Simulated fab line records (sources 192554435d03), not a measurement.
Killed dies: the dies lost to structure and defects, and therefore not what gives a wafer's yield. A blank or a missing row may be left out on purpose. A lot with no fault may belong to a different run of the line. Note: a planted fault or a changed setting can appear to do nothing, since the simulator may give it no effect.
Chamber matching	flow n5-finfet	N5_BEOL_M1_ETCH_74 on rie-diel-05: 4 sister chambers
The step etches underlayer in N2/H2, target depth 6.5 nm, time 5.2 s. 4 wafers are shown with their chamber, then 7 later ones without.

## EACH WAFER AND ITS CHAMBER
wafer	chamber	showerhead-plenum-p-Torr (Torr)
L083.3	2	2.58
L088.6	3	2.71
L090.4	1	2.52
L090.5	0	2.43

## WAFERS WHOSE CHAMBER IS MISSING
wafer	showerhead-plenum-p-Torr (Torr)
L090.6	2.70
L092.1	2.52
L092.2	2.70
L092.4	2.43
L095.2	2.57
L095.3	2.51
L095.5	2.57

## EACH ONE'S CHAMBER
wafer	from the rows above	in truth
L090.6	3	3
L092.1	1	1
L092.2	3	3
L092.4	0	0
L095.2	2	2
L095.3	1	1
L095.5	2	2
7 of 7 placed correctly. From these rows, 0 cannot be placed. Number placed wrongly: 0.
How it was worked out, from the rows above alone: a wafer's distance from a chamber is the root of the sum, over the readings, of the square of ((its reading less the chamber's mean) divided by the reading's scatter). The wafer belongs to the nearest chamber; if the next one is less than 2 further off, it can't be placed. A chamber's mean is the mean of its shown wafers. The scatter: with one shown wafer a chamber, the root of the mean of the squares of how far each hidden wafer lies from its nearest shown one.
